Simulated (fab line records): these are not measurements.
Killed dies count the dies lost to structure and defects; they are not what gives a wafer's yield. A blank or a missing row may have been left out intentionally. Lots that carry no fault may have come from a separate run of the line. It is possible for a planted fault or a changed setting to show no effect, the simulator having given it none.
A struck lot beside a sound one -- flow n5-finfet -- 16 steps out of a route of 1938
Sound: wafers L228.2, L228.4, L228.6. Wafers struck: L242.2, L242.3, L242.6. The cause comes at the end.
For every step that has rows: the tool of each side, followed by ch and its chambers, followed by its first start. Under that, the readings that differ: sound wafers -- struck wafers -- difference of the means -- sigmas: that difference in standard deviations of wafers without a fault.
alike: readings whose means differ by less than 2 such deviations, and words and numbers that are the same on both sides. not compared: withheld readings, readings that some wafer has no value for, bounds like >300 that may hide the same value, and numbers for which the record gives no deviation and whose values overlap.
The two part at a step that has a row with sigmas, a row that says differs or no value, or rows on one side only. When numbers do not overlap yet have no deviation, they are printed without sigmas and do not part them. Lack of a reading on every wafer of one side parts them only where that side has two or more wafers.

N5_BEOL_M0_PRE_CLEAN_131: time 15 s.
  sound on cvd-co-01 ch 1,2, day 7 06:04; struck on cvd-co-02 ch 0,1,2, day 11 04:04
  alike: heater-power-w
N5_BEOL_M0_CO_CAP_123: material Co, precursor CCTBA/H2, target thk 2 nm, time 102.1 s.
  sound on cvd-co-01 ch 1,2, day 7 06:07; struck on cvd-co-02 ch 0,1,2, day 11 04:06
  alike: chamber-pressure-Torr, heater-power-w
then, 1 step without rows for these wafers: N5_BEOL_M0_PRE_CLEAN_124 (time 15 s).
N5_BEOL_M0_DEP_125: deposits SiCN from 3MS/NH3, target thk 8 nm, time 14 s.
  sound on pecvd-02 ch 0,1,2, day 7 06:13; struck on pecvd-02 ch 1,2, day 11 04:13
  alike: chamber-pressure-Torr, showerhead-plenum-p-Torr, showerhead-vpp-V, throttle-valve-pct
N5_BEOL_M0_RS_MEAS_126: a four-point-probe measurement.
  sound on film-metro-01, day 7 06:17; struck on film-metro-01, day 11 04:17
  alike: M0_RS
N5_BEOL_M0_INSPECT_127: inspects for defects (darkfield).
  sound on defect-inspect-02, day 7 06:19; struck on defect-inspect-01, day 11 04:19
  alike: raw-defect-count
N5_BEOL_M1_ILD_DEP_00: deposits SiOC from DEMS/O2, target thk 79 nm, time 15.3 s.
  sound on pecvd-02 ch 0,1, day 7 06:21; struck on pecvd-03 ch 0,1,2, day 11 04:21
  alike: chamber-pressure-Torr, heater-power-w, showerhead-plenum-p-Torr, showerhead-vpp-V, throttle-valve-pct
N5_BEOL_M1_THK_MEAS_01:
  sound on film-metro-01, day 7 06:25; struck on film-metro-02, day 11 04:25
  alike: M1_ILD_THK
N5_BEOL_M1_PECVD_72: deposits SiO2 from TEOS/O2, target thk 16 nm, time 18 s.
  sound on pecvd-02 ch 0,2, day 7 06:28; struck on pecvd-03 ch 0,1, day 11 04:27
  alike: chamber-pressure-Torr, heater-power-w, showerhead-plenum-p-Torr, showerhead-vpp-V, throttle-valve-pct
then, 3 steps without rows for these wafers: N5_BEOL_M1_HM_DEP_02 (deposits TiN, target thk 20 nm); N5_BEOL_M1_COAT_61 (time 60 s, resist thk 60 nm); N5_BEOL_M1_COAT_62 (time 60 s, resist thk 12 nm).
N5_BEOL_M1_COAT_73: time 60 s, resist thk 5 nm.
  sound on litho-track-04 ch 0, day 7 07:17; struck on litho-track-04 ch 0, day 11 04:46
reading,sound,struck,difference,sigmas
heater-power-total-W (W),393.2 391.0 392.5,398.7 403.2 402.5,+9.2,+7
plate-temp-C (C),205.17 204.86 205.40,208.85 208.97 208.85,+3.75,+21
  alike: dispense-pressure-kPa
then, 1 step without rows for these wafers: N5_BEOL_M1_COAT_05 (resist thk 30 nm).
N5_BEOL_M4_RC_MEAS_101:
  sound on prober-01 ch 0, day 9 00:07; struck on prober-02 ch 0, day 12 20:27
  alike: DIBL_N, DIBL_P, IOFF_N, IOFF_P, ION_N, ION_P, SS_N, SS_P, VT_N, VT_P
N5_PASSIVATION_PROBE_49:
  the record has rows for the sound wafers here (prober-01, day 13 01:07) and none for the struck ones

WHERE THEY PART
At N5_BEOL_M1_COAT_73 first; at N5_PASSIVATION_PROBE_49 last (within this record only).

WHY: what had been put in by the simulator
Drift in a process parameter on litho-track-04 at N5_BEOL_M1_COAT_73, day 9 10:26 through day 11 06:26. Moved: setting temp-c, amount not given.
